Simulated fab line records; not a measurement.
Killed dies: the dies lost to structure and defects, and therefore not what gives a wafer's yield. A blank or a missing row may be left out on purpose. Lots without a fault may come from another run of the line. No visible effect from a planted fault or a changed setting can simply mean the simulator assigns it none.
A lot that was struck, set against a sound lot    flow n5_finfet    24 steps out of a route of 1938
Sound: wafers L533.3, L533.4, L533.6. Wafers L525.2, L525.5, L525.6 were the ones struck. At the end, the cause is stated.
Per side, at each step with rows, come the tool, then ch with its chambers, and then its first start. Under that, the readings that differ: sound wafers    struck wafers    difference of the means    sigmas: that difference in standard deviations of wafers without a fault.
alike: a reading whose means differ by less than 2 such deviations, as well as words and numbers matching on both sides. not compared: withheld readings; readings where some wafer has no value; bounds like >300 that might hide an equal value; numbers whose values overlap and for which the record gives no deviation.
Wherever a step has rows on one side only, a row that says differs or no value, or a row with sigmas, the two part there. Numbers that don't overlap but have no deviation are shown without sigmas and don't part them. A reading missing from all wafers of one side parts the sides only when that side holds two or more wafers.

first, 1 step without rows for these wafers: N5_HKMG_FIN_ALD_79 (deposits TiN, target thk 1.5 nm, pulse time 1 s, purge time 3 s).
N5_HKMG_FIN_CVD_62: deposits a-Si from Si2H6, target thk 3 nm, time 20.8 s.
  sound on thermal_cvd_si-01 ch 0,1,2, day 7 10:43; struck on thermal_cvd_si-01 ch 0,1,2, day 5 15:17
  alike: heater_power_w
then, 5 steps without rows for these wafers: N5_HKMG_FIN_RTA_80 (time 2 s); N5_HKMG_FIN_PRECLEAN_64 (cleans in dHF, time 30 s); N5_HKMG_FIN_WET_ETCH_65 (etches a-Si in TMAH, stops on TiN, time 49 s, target depth 3 nm); N5_HKMG_FIN_WET_ETCH_81 (etches TiN in SC1, stops on HfO2, time 57 s, target depth 6 nm); N5_HKMG_FIN_WET_ETCH_82 (etches La2O3 in dHCl, stops on HfO2, target depth 2 nm, rinse time 30 s).
N5_HKMG_FIN_ALD_36: deposits TiN, target thk 1 nm, pulse time 1 s, purge time 3 s.
  sound on ald_metal-04 ch 1,2, day 7 11:10; struck on ald_metal-01 ch 2,3, day 5 15:41
  alike: heater_power_w, precursor_pulse_height_rel
N5_HKMG_FIN_THK_MEAS_70: measures by xrf.
  struck on film_metro-01, day 5 15:58; sound on film_metro-02, day 7 11:27
  alike: HK_THK
N5_HKMG_FIN_PWFM_ALD_03: deposits TiN, target thk 2 nm, pulse time 1 s, purge time 3 s.
  sound on ald_metal-04 ch 1,3, day 7 11:29; struck on ald_metal-04 ch 2,3, day 5 16:01
  alike: heater_power_w, precursor_pulse_height_rel
then, 2 steps without rows for these wafers: N5_HKMG_FIN_COAT_29 (time 60 s, resist thk 300 nm); N5_HKMG_FIN_COAT_30 (time 60 s, resist thk 35 nm).
N5_HKMG_FIN_COAT_06: resist thk 90 nm.
  sound on litho_track-02 ch 0, day 7 11:58; struck on litho_track-05 ch 0, day 5 16:29
reading                                        sound                 struck                difference  sigmas
spin_speed_rpm (rpm)                           1501.5 1500.8 1501.0  1192.2 1190.0 1190.9  -310.1      -99 or more
model.CAR-ArF_of_HKMG_FIN_COAT_06.thk_nm (nm)  89.8 90 89.8          101.2 101.2 101.2     +11.3       
then, 5 steps without rows for these wafers: N5_HKMG_FIN_EBR_08; N5_HKMG_FIN_SOFTBAKE_07 (time 60 s); N5_HKMG_FIN_EXPOSE_09 (exposes mask NWFM); N5_HKMG_FIN_PEB_10 (peb time 60 s); N5_HKMG_FIN_DEVELOP_11 (develop time 30 s).
N5_HKMG_FIN_CD_MEAS_12: target cd 92.8 nm.
  sound on cd_sem-02 ch 0, day 7 12:12; struck on cd_sem-01 ch 0, day 5 16:43
  alike: cd_nm
N5_HKMG_FIN_OVL_MEAS_13:
  sound on overlay-02 ch 0, day 7 12:14; struck on overlay-01 ch 0, day 5 16:45
  alike: NWFM_OVL
N5_HKMG_FIN_INSPECT_14: inspects for defects (macro).
  struck on defect_inspect-01, day 5 16:46; sound on defect_inspect-02, day 7 12:15
  alike: raw_defect_count
N5_HKMG_FIN_DESCUM_17: chemistry O2, time 7.9 s.
  sound on rie_diel-05 ch 2,3, day 7 12:17; struck on rie_diel-03 ch 1,2,3, day 5 16:49
  alike: bias_power_w, drypump_motor_current_A, o2_flow_sccm, oes_product_au, rf_vpp_V, showerhead_plenum_p_Torr, throttle_valve_pct
  not compared: rf_hours_counter_h
N5_HKMG_FIN_ETCH_31: etches SiARC in CF4, target depth 45.5 nm, time 75.8 s.
  sound on rie_diel-05 ch 2,3, day 7 12:19; struck on rie_diel-03 ch 1,2,3, day 5 16:50
reading                                        sound              struck           difference  sigmas
cf4_flow_sccm (sccm)                           100.6 100.4 100.7  100.2 99.9 99.6  -0.7        -2
model.CAR-ArF_of_HKMG_FIN_COAT_06.thk_nm (nm)  50.6 50.8 50.8     62 62 62         +11         
  alike: drypump_motor_current_A, etch_rf_on_time_s, oes_product_au, rf_vpp_V, showerhead_plenum_p_Torr, throttle_valve_pct
  not compared: rf_hours_counter_h
N5_HKMG_FIN_ETCH_32: etches SOC in N2/H2, target depth 240 nm, time 300 s.
  sound on rie_diel-05 ch 2,3, day 7 12:23; struck on rie_diel-03 ch 1,2,3, day 5 16:54
  alike: drypump_motor_current_A, oes_product_au, rf_vpp_V, showerhead_plenum_p_Torr, throttle_valve_pct
  not compared: rf_hours_counter_h

== WHERE THEY PART ==
First at N5_HKMG_FIN_COAT_06; last, within this record, at N5_HKMG_FIN_ETCH_31. Later steps at which nothing parts them and some readings are alike: N5_HKMG_FIN_ETCH_32.

WHY: what had been put in by the simulator
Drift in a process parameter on litho_track-05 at N5_HKMG_FIN_COAT_06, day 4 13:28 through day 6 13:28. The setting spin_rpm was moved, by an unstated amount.
